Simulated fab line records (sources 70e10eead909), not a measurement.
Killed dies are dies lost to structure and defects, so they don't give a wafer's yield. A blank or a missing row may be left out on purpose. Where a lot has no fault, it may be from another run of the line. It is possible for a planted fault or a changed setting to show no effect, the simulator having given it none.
Which of the tools did it? ; flow nand harc ; 36 wafers from 12 lots sampled at 6 of the route's 1159 steps

== WHAT THE GAUGES READ, wafer by wafer ==
NHARC_P_BONDPAD_CD_MEAS_09 targets a cd of 500 nm.
lot;measured;on;cd nm (nm)
L867;day 6 03:53;cd sem-03;498.1 498.8 497.4
L868;day 6 14:10;cd sem-03;498.9 502.0 498.5
L870;day 7 03:25;cd sem-03;500.6 499.1 498.8
L871;day 7 13:11;cd sem-02;503.0 502.1 500.8
L875;day 8 10:27;cd sem-02;500.6 499.7 497.8
L882;day 10 01:13;cd sem-03;503.0 502.2 501.1
L883;day 10 11:46;cd sem-03;500.5 498.8 500.3
L886;day 11 07:28;cd sem-02;499.2 500.0 501.2
L888;day 11 08:29;cd sem-03;501.0 498.9 498.7
L885;day 11 08:46;cd sem-03;501.9 502.2 500.9
L887;day 11 11:54;cd sem-03;501.9 499.2 499.1
L889;day 11 18:31;cd sem-01;499.9 502.3 500.4

NHARC_A_ONON_D1_THK_MEAS_18: measures by ellipsometry.
lot;measured;on;thk nm (nm)
L867;day 7 16:59;film metro-01;988 989 988
L868;day 8 08:02;film metro-01;997 997 997
L870;day 8 16:34;film metro-02;989 984 987
L871;day 9 01:04;film metro-01;1919 1917 1918
L875;day 9 21:48;film metro-01;1916 1916 1915
L882;day 11 17:49;film metro-02;1012 1012 1013
L883;day 12 00:26;film metro-01;1004 1001 1003
L886;day 12 20:01;film metro-02;996 995 995
L888;day 12 20:01;film metro-01;1006 1006 1008
L885;day 12 20:01;film metro-01;1006 1006 1005
L887;day 13 00:14;film metro-02;998 999 999
L889;day 13 09:04;film metro-02;1000 1002 1003

NHARC_END_SORT_01.
lot;measured;on;killed at array;killed at other;killed at periphery;killed dies;killed open;killed short
L871;day 19 21:23;prober-02;675 676 676;0 0 0;2 1 1;677 677 677;3 3 1;3 1 3
L875;day 21 02:19;prober-01;673 673 675;3 2 0;1 2 2;677 677 677;2 3 1;2 0 2

== WHAT TOOL EACH LOT RAN ON (gives the tool, then ch and the chambers of the sampled wafers, and finally the start) ==
lot;NHARC_P_BONDPAD_STRIP_15;NHARC_P_BONDPAD_ETCH_24;NHARC_A_ONON_D1_DEP_16
L867;rie diel-03 ch 0,3, day 6 04:30;rie diel-03 ch 0,3, day 7 16:28 or earlier;pecvd onon-04 ch 0, day 7 16:28
L868;rie diel-05 ch 0,1,2, day 6 14:49;rie diel-05 ch 1,2,3, day 8 07:31 or earlier;pecvd onon-02 ch 0, day 8 07:31
L870;rie diel-08 ch 0,2,3, day 7 04:04;rie diel-08 ch 0,2,3, day 7 04:13;pecvd onon-04 ch 0, day 8 16:03
L871;rie diel-03 ch 1,3, day 7 13:48;rie diel-03 ch 0,1,3, day 9 00:34 or earlier;pecvd onon-04 ch 0, day 9 00:34
L875;rie diel-03 ch 1,2,3, day 8 11:04;rie diel-03 ch 0,2,3, day 9 21:17 or earlier;pecvd onon-04 ch 0, day 9 21:17
L882;rie diel-05 ch 0,1, day 10 01:50;rie diel-05 ch 0,2,3, day 11 17:26 or earlier;pecvd onon-02 ch 0, day 11 17:26
L883;rie diel-08 ch 0,2,3, day 10 12:25;rie diel-08 ch 0,1, day 11 23:55 or earlier;pecvd onon-02 ch 0, day 11 23:55
L886;rie diel-03 ch 1,2,3, day 11 08:05;rie diel-03 ch 0,1,2, day 12 19:30 or earlier;pecvd onon-04 ch 0, day 12 19:30
L888;rie diel-03 ch 0,1,2, day 11 09:17;rie diel-03 ch 0,1,3, day 12 19:30 or earlier;pecvd onon-02 ch 0, day 12 19:30
L885;rie diel-03 ch 0,1, day 11 09:24;rie diel-03 ch 1,2, day 12 19:31 or earlier;pecvd onon-03 ch 0, day 12 19:31
L887;rie diel-05 ch 1,3, day 11 12:31;rie diel-05 ch 1,2, day 12 23:47 or earlier;pecvd onon-04 ch 0, day 12 23:47
L889;rie diel-03 ch 1,3, day 11 19:07;rie diel-03 ch 1,2, day 13 08:40 or earlier;pecvd onon-04 ch 0, day 13 08:40
- NHARC_P_BONDPAD_STRIP_15: strips in O2.
- NHARC_P_BONDPAD_ETCH_24: etches the open film in CF4/N2, target depth 30 nm, time 72.99 s.
- NHARC_A_ONON_D1_DEP_16: target thk 1000 nm.

== WHAT THE TOOLS THEMSELVES READ (means of the sampled wafers that have a number; where no wafer has one, the mark that the record gives instead) ==
NHARC_P_BONDPAD_STRIP_15.
lot;tool;drypump motor current A (A);oes product au (a.u.);rf vpp V (V);showerhead plenum p Torr (Torr);throttle valve pct (%)
L867;rie diel-03;5.3;1.003;57.8;3.42;17.026
L868;rie diel-05;5.9;1.000;58.5;3.69;17.025
L870;rie diel-08;5.8;1.000;56.9;3.52;17.038
L871;rie diel-03;5.3;0.999;56.9;3.39;17.039
L875;rie diel-03;5.3;1.003;57.5;3.39;17.042
L882;rie diel-05;6.0;1.001;58.1;3.75;17.032
L883;rie diel-08;5.8;0.999;57.4;3.50;17.042
L886;rie diel-03;5.3;1.004;56.9;3.38;17.032
L888;rie diel-03;5.1;0.998;57.7;3.49;17.030
L885;rie diel-03;4.7;1.004;58.3;3.57;17.038
L887;rie diel-05;6.0;1.009;58.1;3.66;17.034
L889;rie diel-03;5.0;0.998;58.1;3.46;17.037

NHARC_P_BONDPAD_ETCH_24.
lot;tool;drypump motor current A (A);oes product au (a.u.);rf vpp V (V);showerhead plenum p Torr (Torr);throttle valve pct (%)
L867;rie diel-03;5.3;0.997;312.7;2.54;19.788
L868;rie diel-05;5.9;1.002;315.7;2.70;19.791
L870;rie diel-08;5.8;1.005;314.3;2.62;19.793
L871;rie diel-03;5.0;0.998;313.8;2.60;19.796
L875;rie diel-03;5.4;0.999;311.9;2.54;19.794
L882;rie diel-05;6.0;1.005;316.4;2.70;19.789
L883;rie diel-08;5.5;0.989;316.1;2.71;19.799
L886;rie diel-03;5.1;1.005;313.7;2.60;19.801
L888;rie diel-03;5.0;0.998;314.3;2.60;19.793
L885;rie diel-03;5.4;1.002;312.8;2.51;19.792
L887;rie diel-05;5.8;1.001;315.0;2.72;19.803
L889;rie diel-03;5.0;1.002;313.5;2.58;19.785

== THE ANSWER, worked out from the rows above alone ==
Rule: the lots themselves supply what counts as usual. Put in order of their means at a reading, lots are off if they are a third of the lots or fewer, leave a main group of 4 or more, and stand apart from it by a gap of 3 or more times the standard deviation of the main group's means; of several such gaps the widest counts. The tables above print the reading to a certain number of digits; a main group whose means all agree to those digits is not used. A lot without any number at a reading at which 4 lots or more have one is off too. Where the step has rows for the other lots, those lots are counted as sound. First the gauges in route order, then the tools' own readings, where a lot's mean is used as printed above. The first step at which some lot is off is used, and at that step the reading that is off furthest; a lot without a number counts as furthest.
Off: L871, L875 (NHARC_A_ONON_D1_THK_MEAS_18, thk nm). Main group: mean 1000 nm, sd 7.6.
A tool fits if, at a process step before that reading, it ran every lot that is off, and no sound lot after the first of them. Gauges at NHARC_A_ONON_D1_THK_MEAS_18: tried the same way as those tools. NHARC_P_BONDPAD_ETCH_24 gives no start for some lots, so the hours and the order of its lots are those of NHARC_A_ONON_D1_DEP_16. Of those tried, none fits.

== WHAT THE SIMULATOR HAD INSERTED ==
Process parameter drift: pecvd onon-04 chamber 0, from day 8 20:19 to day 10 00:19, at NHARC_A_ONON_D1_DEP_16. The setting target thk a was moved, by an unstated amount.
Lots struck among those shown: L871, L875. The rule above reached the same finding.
